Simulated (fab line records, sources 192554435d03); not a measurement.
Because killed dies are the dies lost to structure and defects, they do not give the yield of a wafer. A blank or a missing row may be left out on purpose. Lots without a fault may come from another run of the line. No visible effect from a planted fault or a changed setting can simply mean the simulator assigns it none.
fab line records	flow n5_finfet
[record] lots = 5	wafers = 15	last_day = 20
route steps=1938 shown MOL_CONTACT_COAG@542 BEOL_M4@1111 PASSIVATION@1936
lots with no fault: from the same line, run without faults
start_h: the number of hours between the record's first day and the start of the first shown wafer of the lot	wait_h: hours since the lot's step before	" repeats the value in the row above	L1.1+2: one row covering several wafers at once	- value missing, or start not given	* or withheld: withheld	< > ~ a bound
route shown NAME@n: names a module that has steps shown in the file, with the first one's number in the route	usual: mean and standard deviation over wafers with no fault	same: alike in all rows	chamber/n: place in a boat	sites: each site's reading	_std_site: how widely they spread, as a standard deviation	_edge_site: outer sites' mean less inner sites'	radius_mm: for every site, how far away it sits from the centre of the wafer	mask NAME#n: copy n	behind: the most recent tool/chamber to have shaped the wafer	hold: why the lot was held/for how many hours/how that ended	device: which transistor (n, p or np) failed to switch	end of line: the same wafers' tests at the end of the route	for a step that has no rows: nothing shown but its recipe	killed: count of dies lost to structure and defects at first sort (not the wafer's yield)	map: the dies of a wafer, with x for killed, . for not killed, _ for no die there
set.NAME: the setting as run; set.NAME@STEP: as run at that earlier step	model.NAME: the simulator's own value behind a step, which no gauge read
lots at selected steps of the route; one table per step, one row per wafer
services: the hour from which a tool's chamber was out of use, counted from the record's first day as start_h (under 0 if before that day), plus the number of hours and why
[[steps]]
[step N5_MOL_CONTACT_COAG_PRECLEAN_111]
[recipe] chemistry = NF3:NH3	afs_cycles = 1	temp_c = 30	time_s = 20	sublimation_temp_c = 180	sublimation_time_s = 60	pressure_torr = 3	rf_power_w = 30
[step N5_MOL_CONTACT_COAG_TI_SIL_19]
[recipe] material = Ti	target_thk_a = 42	temp_c = 200	chamber_pressure_pa = 5	power_w = 5000	time_s = 15
[step N5_MOL_CONTACT_COAG_ALD_20]
[recipe] material = TiN	target_thk_a = 15	temp_c = 400	ald_precursor_family = TiCl4	ald_co_reactant = NH3	pulse_time_s = 1	purge_time_s = 3	co_reactant_purge_time_s = 2	co_reactant_pulse_time_s = 2	ald_cycles = 68	pressure_torr = 3
[usual] chamber_pressure_Torr = 3.000/0.0064	heater_power_w = 850/83	precursor_pulse_height_rel = 1.002/0.02
lot.wafer	tool	chamber	start_h	wait_h	chamber_pressure_Torr	heater_power_w	precursor_pulse_height_rel	since_wet_clean_h
L916.2	ald_metal-04	3	120.19	0.1	3.008	748	0.978	4399
L916.3	"	1	"	"	2.994	932	0.983	4399
L916.6	"	2	"	"	2.996	796	1.043	-
L918.1	ald_metal-04	3	137.09	0.1	2.995	749	1.024	4415
L918.2	"	0	"	"	2.990	937	1.022	4415
L918.3	"	1	"	"	3.003	968	0.998	4415
L926.2	ald_metal-01	2	185.92	0.1	2.995	787	1.030	2926
L926.5	"	0	"	"	3.019	740	0.965	-
L926.6	"	3	"	"	2.988	876	0.993	-
L933.1	ald_metal-04	3	230.79	0.1	2.990	740	0.986	4509
L933.3	"	2	"	"	2.995	808	1.003	4509
L933.5	"	1	"	"	2.994	948	0.995	-
L934.3	ald_metal-04	3	233.50	0.1	3.003	734	1.005	4512
L934.4	"	0	"	"	2.994	978	0.986	4512
L934.5	"	1	"	"	3.010	976	0.979	-
[step N5_MOL_CONTACT_COAG_SIL_ANNEAL_21]
[recipe] temp_c = 550	time_s = 60	ambient = N2
[usual] lamp_power_pct = 6.3/0.35	lamp_zone_2_pct = 6.3/0.35	wafer_temp_C_max = 552.1/0.55
lot.wafer	tool	chamber	start_h	wait_h	lamp_power_pct	lamp_zone_2_pct	wafer_temp_C_max
L916.2	rtp_anneal-02	0	120.59	0.2	5.9	5.9	552.0
L916.3	"	0	"	"	5.9	5.9	551.2
L916.6	"	0	"	"	5.9	5.9	550.8
L918.1	rtp_anneal-02	0	137.46	0.2	5.9	5.9	551.6
L918.2	"	0	"	"	5.9	5.9	551.8
L918.3	"	0	"	"	5.9	5.9	552.3
L926.2	rtp_anneal-01	0	186.33	0.2	6.6	6.6	551.4
L926.5	"	0	"	"	6.6	6.6	552.2
L926.6	"	0	"	"	6.6	6.6	552.2
L933.1	rtp_anneal-02	0	231.17	0.2	5.9	5.9	551.8
L933.3	"	0	"	"	5.9	5.9	551.5
L933.5	"	0	"	"	5.9	5.9	551.6
L934.3	rtp_anneal-01	0	233.94	0.3	6.6	6.6	552.0
L934.4	"	0	"	"	6.6	6.6	552.0
L934.5	"	0	"	"	6.6	6.6	552.1
[step N5_MOL_CONTACT_COAG_PRE_CLEAN_141]
[recipe] gas = H2/He	time_s = 60	temp_c = 300
[step N5_MOL_CONTACT_COAG_SPUTTER_143]
[recipe] material = Co	target_thk_a = 25	temp_c = 25	chamber_pressure_pa = 0.2
[step N5_MOL_CONTACT_COAG_CO_FILL_22]
[recipe] material = Co	target_thk_a = 200	temp_c = 200	precursor = CCTBA/H2	pressure_torr = 30
[usual] chamber_pressure_Torr = 30.00/0.062	heater_power_w = 240/18
lot.wafer	tool	chamber	start_h	wait_h	chamber_pressure_Torr	heater_power_w	since_wet_clean_h
L916.2	cvd_co-01	1	122.03	0.1	29.92	271	1101
L916.3	"	0	"	"	29.97	231	664
L916.6	"	0	"	"	29.94	233	-
L918.1	cvd_co-01	0	138.23	0.1	29.92	234	680
L918.2	"	2	"	"	29.99	234	220
L918.3	"	1	"	"	29.98	270	1117
L926.2	cvd_co-02	0	187.34	0.1	30.03	239	947
L926.5	"	2	"	"	29.96	251	-
L926.6	"	1	"	"	29.98	212	-
L933.1	cvd_co-01	1	231.82	0.1	30.05	274	1211
L933.3	"	0	"	"	29.97	242	773
L933.5	"	1	"	"	30.00	279	-
L934.3	cvd_co-02	2	235.25	0.1	29.97	246	536
L934.4	"	1	"	"	29.81	211	-
L934.5	"	0	"	"	29.97	245	-
[step N5_MOL_CONTACT_COAG_ANNEAL_113]
[recipe] temp_c = 400	time_s = 300	ambient = H2/N2
[usual] anneal_temp_c_max = 402.0/0.42	lamp_power_pct = 2.70/0.15	lamp_zone_2_pct = 2.70/0.15	wafer_temp_C_max = 401.7/0.41
lot.wafer	tool	chamber	start_h	wait_h	anneal_temp_c_max	lamp_power_pct	lamp_zone_2_pct	wafer_temp_C_max
L916.2	rtp_anneal-02	0	122.79	0.5	401.9	2.55	2.54	401.6
L916.3	"	0	"	"	401.7	2.54	2.54	401.3
L916.6	"	0	"	"	402.0	2.54	2.55	401.1
L918.1	rtp_anneal-01	0	138.84	0.3	402.2	2.85	2.85	402.0
L918.2	"	0	"	"	401.2	2.85	2.85	401.6
L918.3	"	0	"	"	402.1	2.86	2.86	402.3
L926.2	rtp_anneal-01	0	188.14	0.5	401.6	2.85	2.85	402.1
L926.5	"	0	"	"	401.7	2.85	2.85	401.6
L926.6	"	0	"	"	401.4	2.85	2.85	401.6
L933.1	rtp_anneal-02	0	232.44	0.3	402.5	2.55	2.55	401.5
L933.3	"	0	"	"	401.8	2.54	2.55	401.1
L933.5	"	0	"	"	402.7	2.55	2.55	401.7
L934.3	rtp_anneal-01	0	236.17	0.6	402.5	2.85	2.85	401.9
L934.4	"	0	"	"	401.8	2.85	2.85	401.6
L934.5	"	0	"	"	401.7	2.85	2.85	401.5
[step N5_MOL_CONTACT_COAG_PRE_CLEAN_142]
[recipe] gas = H2/He	time_s = 60	temp_c = 300
[step N5_MOL_CONTACT_COAG_SPUTTER_130]
[recipe] material = Co	target_thk_a = 475	temp_c = 25	chamber_pressure_pa = 0.5	power_w = 3000
[usual] chamber_pressure_pa = 0.5000/0.0011	throttle_valve_pct = 29.5/1.7
lot.wafer	tool	chamber	start_h	wait_h	chamber_pressure_pa	throttle_valve_pct
L916.2	pvd_sputter-03	-	123.64	0.0	0.5004	29.7
L916.3	"	-	"	"	0.5009	32.4
L916.6	"	-	"	"	0.4994	27.3
L918.1	pvd_sputter-02	-	141.08	0.0	0.5009	31.1
L918.2	"	-	"	"	0.5001	29.2
L918.3	"	-	"	"	0.4997	27.0
L926.2	pvd_sputter-02	-	190.25	0.0	0.4994	31.1
L926.5	"	-	"	"	0.4985	29.3
L926.6	"	-	"	"	0.5017	27.1
L933.1	pvd_sputter-02	-	234.63	0.0	0.4995	31.2
L933.3	"	-	"	"	0.4974	29.1
L933.5	"	-	"	"	0.4983	31.1
L934.3	pvd_sputter-03	-	237.47	0.0	0.5008	27.5
L934.4	"	-	"	"	0.5004	28.3
L934.5	"	-	"	"	0.5002	27.3
[step N5_MOL_CONTACT_COAG_PRECLEAN_125]
[recipe] chemistry = DIW	time_s = 57.5	temp_c = 23
[step N5_MOL_CONTACT_COAG_SRD_126]
[recipe] dry_time_s = 32	dry = n2_spin	spin_rpm = 1500
[step N5_MOL_CONTACT_COAG_CMP_23]
[recipe] stop_on = SiO2	t_overpolish_s = 1.5	post_cmp_clean = cu_alkaline	down_force_psi = 2	platen_rpm = 50.289	pad_velocity_m_s = 1.0006	target_thk_nm = 0
[usual] motor_current_A = 8.3/0.6	overpolish_run_s = 1.499/0.0094	platen_rpm = 50.29/0.034	time_to_endpoint_s = 9.7/1.8
[same] t_overpolish_s = 1.5
lot.wafer	tool	chamber	start_h	wait_h	motor_current_A	overpolish_run_s	platen_rpm	time_to_endpoint_s
L916.2	cmp-01	0	123.98	0.2	9.3	1.502	50.28	12.0
L916.3	"	1	"	"	8.4	1.487	50.37	12.9
L916.6	"	3	"	"	7.3	1.502	50.32	11.1
L918.3	cmp-01	0	141.47	0.2	8.4	1.506	50.23	10.3
L918.1	"	2	"	"	9.0	1.501	50.28	9.4
L918.2	"	3	"	"	7.6	1.493	50.28	10.4
L926.2	cmp-01	0	190.52	0.1	8.9	1.494	48.26	10.6
L926.5	"	2	"	"	8.5	1.504	50.29	10.1
L926.6	"	3	"	"	7.7	1.509	50.30	9.9
L933.3	cmp-03	0	234.89	0.1	7.3	1.478	50.27	10.9
L933.1	"	1	"	"	7.2	1.497	50.34	12.0
L933.5	"	3	"	"	9.0	1.496	50.28	9.8
L934.4	cmp-04	1	237.67	0.0	8.8	1.492	50.23	11.2
L934.3	"	3	"	"	8.4	1.507	50.28	9.5
L934.5	"	2	"	"	8.4	1.499	50.29	12.6
[step N5_BEOL_M4_RC_MEAS_101]
[usual] DIBL_N = 35.9/1.2	DIBL_P = 35.9/1.4	IOFF_N = 0.149/0.02	IOFF_P = 0.205/0.022	ION_N = 671/8.8	ION_P = 461/5.9	SS_N = 71.4/0.51	SS_P = 73.2/0.56	VT_N = 250.6/2.5	VT_P = -250.1/2.3
lot.wafer	tool	chamber	start_h	wait_h	DIBL_N[mV/V]	DIBL_P[mV/V]	IOFF_N[nA/um]	IOFF_P[nA/um]	ION_N[uA/um]	ION_P[uA/um]	SS_N[mV/dec]	SS_P[mV/dec]	VT_N[mV]	VT_P[mV]
L916.2	prober-02	0	246.44	0.2	37.1	37.0	0.157	0.227	676	465	71.5	73.3	249.2	-246.5
L916.3	"	0	"	"	36.7	36.7	0.151	0.215	661	458	71.2	73.2	250.5	-248.7
L916.6	"	0	"	"	36.3	36.4	0.144	0.215	672	464	70.6	72.5	252.4	-246.3
L918.1	prober-01	0	252.78	0.0	34.8	34.0	0.127	0.188	665	458	70.6	72.8	253.1	-249.5
L918.2	"	0	"	"	36.9	36.2	0.155	0.208	662	456	71.2	73.1	250.3	-250.4
L918.3	"	0	"	"	35.2	34.4	0.138	0.192	668	463	70.4	72.8	250.2	-248.2
L926.2	prober-01	0	288.10	0.2	36.5	36.9	0.165	0.210	662	456	71.9	73.4	249.6	-249.5
L926.5	"	0	"	"	36.2	37.2	0.164	0.209	686	464	71.9	72.5	246.6	-248.3
L926.6	"	0	"	"	36.6	37.1	0.173	0.212	675	462	71.8	73.0	247.6	-250.0
L933.1	prober-01	0	323.55	0.0	36.0	35.9	0.149	0.191	681	461	71.5	72.7	250.7	-251.3
L933.3	"	0	"	"	33.8	33.3	0.113	0.160	656	451	71.0	72.1	252.8	-254.4
L933.5	"	0	"	"	35.4	35.5	0.137	0.192	665	457	71.2	72.9	251.9	-251.6
L934.3	prober-02	0	360.97	0.3	35.1	33.7	0.132	0.213	670	469	69.9	73.1	251.8	-249.2
L934.4	"	0	"	"	36.7	34.9	0.156	0.219	671	465	71.5	73.6	250.8	-249.6
L934.5	"	0	"	"	36.8	35.1	0.156	0.229	674	469	71.0	73.7	250.4	-248.8
[step N5_PASSIVATION_PROBE_49]
[usual] defect_limited_yield = 91.1/1.4	killed_at_M0_to_M3 = 34/10	killed_at_M4_up = 14/5.5	killed_at_contacts = 12/5.1	killed_at_front_end = 41/12	killed_at_other = 4/3.1	killed_dies = 105/17	killed_on_rim = 13/3.7	killed_open = 70/13	killed_short = 33/7.6	sort_bin_5_function = 5.3/0.98	sort_bin_6_memory = 3.3/0.67	sort_n_pass = 1075/17	sort_yield_pct = 91.1/1.4
[same] gross_dies = 1180	killed_at_back_side = 0	sort_bin_4_leakage[%] = 0	sort_bin_8_speed[%] = 0
lot.wafer	tool	chamber	start_h	wait_h	defect_limited_yield[%]	killed_at_M0_to_M3	killed_at_M4_up	killed_at_contacts	killed_at_front_end	killed_at_other	killed_dies	killed_on_rim	killed_open	killed_short	sort_bin_5_function[%]	sort_bin_6_memory[%]	sort_n_pass	sort_yield_pct[%]
L916.2	prober-02	-	350.91	0.1	92.4	29	17	13	22	9	90	9	61	28	4.7	2.6	1090	92.4
L916.3	prober-02	-	350.96	0.1	93.0	27	8	5	34	9	83	9	65	17	4.3	2.5	1097	93.0
L916.6	prober-02	-	351.11	0.3	88.9	54	23	8	37	9	131	14	98	32	7.1	3.8	1049	88.9
L918.1	prober-01	-	352.95	0.0	92.0	24	11	10	46	3	94	17	65	29	4.5	3.4	1086	92.0
L918.2	prober-01	-	353.00	0.1	88.7	30	20	15	60	8	133	17	91	42	7.0	4.0	1047	88.7
L918.3	prober-01	-	353.05	0.1	88.4	32	22	11	70	2	137	19	97	40	7.2	4.2	1043	88.4
L926.2	prober-02	-	392.74	0.1	89.7	45	20	18	35	3	121	17	72	46	6.5	3.3	1059	89.7
L926.5	prober-02	-	392.89	0.2	91.0	26	10	16	52	2	106	11	64	41	5.2	3.5	1074	91.0
L926.6	prober-02	-	392.94	0.3	89.2	24	10	25	64	4	127	20	100	24	5.8	4.9	1053	89.2
// killed by level:class
L916.2 MOL_CONTACT_COAG:geometric_particle:open=11 BEOL_M4:geometric_particle:open=8 STI_FIN_REVEAL:geometric_particle:open=6 BEOL_M0_SAQP:geometric_particle:short=5 DUMMY_GATE:geometric_particle:open=4 BEOL_M0_SAQP:geometric_particle:open=4 BEOL_M1:geometric_particle:open=4 BEOL_M2:geometric_particle:open=4
L916.3 BEOL_M0_SAQP:geometric_particle:open=11 STI_FIN_REVEAL:geometric_particle:open=10 FIN_SAQP:geometric_particle:open=6 BEOL_M3:geometric_particle:open=6 BEOL_M2:geometric_particle:open=5 FIN_SAQP:geometric_particle:short=4 MOL_CONTACT_COAG:geometric_particle:open=4 DUMMY_GATE:geometric_particle:open=3
L916.6 STI_FIN_REVEAL:geometric_particle:open=17 BEOL_M4:geometric_particle:open=13 BEOL_M2:geometric_particle:open=12 BEOL_M0_SAQP:geometric_particle:open=11 BEOL_M1:geometric_particle:open=9 BEOL_M3:geometric_particle:open=9 FIN_SAQP:geometric_particle:open=5 BEOL_M0_SAQP:geometric_particle:short=5
L918.1 FIN_SAQP:geometric_particle:short=10 MOL_CONTACT_COAG:geometric_particle:open=9 BEOL_M4:geometric_particle:open=8 FIN_SAQP:geometric_particle:open=7 BEOL_M2:geometric_particle:open=7 STI_FIN_REVEAL:geometric_particle:open=5 ILD0:geometric_particle:open=4 BEOL_M0_SAQP:geometric_particle:open=4
L918.2 STI_FIN_REVEAL:geometric_particle:open=21 BEOL_M4:geometric_particle:open=13 MOL_CONTACT_COAG:geometric_particle:open=12 FIN_SAQP:geometric_particle:open=8 BEOL_M0_SAQP:geometric_particle:open=7 BEOL_M0_SAQP:geometric_particle:short=7 FIN_SAQP:geometric_particle:short=6 BEOL_M2:geometric_particle:open=6
L918.3 STI_FIN_REVEAL:geometric_particle:open=21 GATE_CUT:geometric_particle:short=11 MOL_CONTACT_COAG:geometric_particle:open=9 BEOL_M4:geometric_particle:open=8 BEOL_M0:geometric_particle:open=7 BEOL_M1:geometric_particle:open=7 BEOL_M2:geometric_particle:open=6 STARTING-WAFER:geometric_particle:open=6
L926.2 MOL_CONTACT_COAG:geometric_particle:open=14 BEOL_M2:geometric_particle:open=13 BEOL_M4:geometric_particle:short=9 FIN_SAQP:geometric_particle:open=8 BEOL_M0_SAQP:geometric_particle:short=8 BEOL_M0_SAQP:geometric_particle:open=8 STI_FIN_REVEAL:geometric_particle:open=7 FIN_SAQP:geometric_particle:short=5
L926.5 FIN_SAQP:geometric_particle:short=19 FIN_SAQP:geometric_particle:open=14 MOL_CONTACT_COAG:geometric_particle:open=11 BEOL_M3:geometric_particle:open=9 DUMMY_GATE:geometric_particle:open=6 MOL_CONTACT_COAG:geometric_particle:short=5 BEOL_M0_SAQP:geometric_particle:short=5 BEOL_M2:geometric_particle:open=4
L926.6 STI_FIN_REVEAL:geometric_particle:open=27 MOL_CONTACT_COAG:geometric_particle:open=25 FIN_SAQP:geometric_particle:open=13 FIN_SAQP:geometric_particle:short=8 BEOL_M1:geometric_particle:open=6 STI_FIN_REVEAL:geometric_particle:short=5 BEOL_M2:geometric_particle:open=5 BEOL_M3:geometric_particle:open=5
[[services]]
tool	chamber	start_h	hours	kind
pvd_sputter-02	-	97.72	2.0	repair
cmp-04	-	103.27	0.5	repair
cvd_co-02	1	114.67	-	clean
cvd_co-02	1	114.67	22.0	scheduled_down
cmp-03	-	119.48	74.2	repair
cvd_co-01	-	127.98	2.8	pm
cmp-04	-	129.98	8.6	pm
cmp-04	-	140.16	4.8	pm
cmp-01	-	143.24	4.0	pm
cmp-01	-	147.24	-	consumable_replace:conditioner
cmp-01	-	147.24	-	consumable_replace:pad
cmp-01	-	159.33	3.0	repair
ald_metal-04	2	160.25	10.0	repair
ald_metal-04	2	173.43	-	calibration
cvd_co-01	2	176.60	6.3	repair
cvd_co-02	-	183.68	0.2	repair
cmp-04	-	193.48	4.5	repair
cmp-03	-	193.68	3.5	pm
cmp-03	-	197.60	14.6	pm
ald_metal-04	2	199.98	5.8	repair
cmp-04	-	201.26	0.6	repair
ald_metal-01	-	201.72	1.2	repair
ald_metal-01	3	224.36	9.8	repair
cmp-01	-	236.00	6.8	pm
[[key]]
[first_sign] step = N5_MOL_CONTACT_COAG_CMP_23	reading = platen_rpm	direction = down	sigmas = 59	usual = 50.29	struck = 48.26
effect none on later readings
met_at N5_MOL_CONTACT_COAG_CMP_23
struck_wafers L926.2
onset_between 141.47 190.52
[fault] kind = process_parameter_drift	tool = cmp-01	chamber = 0	onset_h = 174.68	steps = N5_MOL_CONTACT_COAG_CMP_23	channel = platen_rpm	offset = -2.0116	shape = step	end_h = 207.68	acts_in = these_recipes_only	stated = 50.289
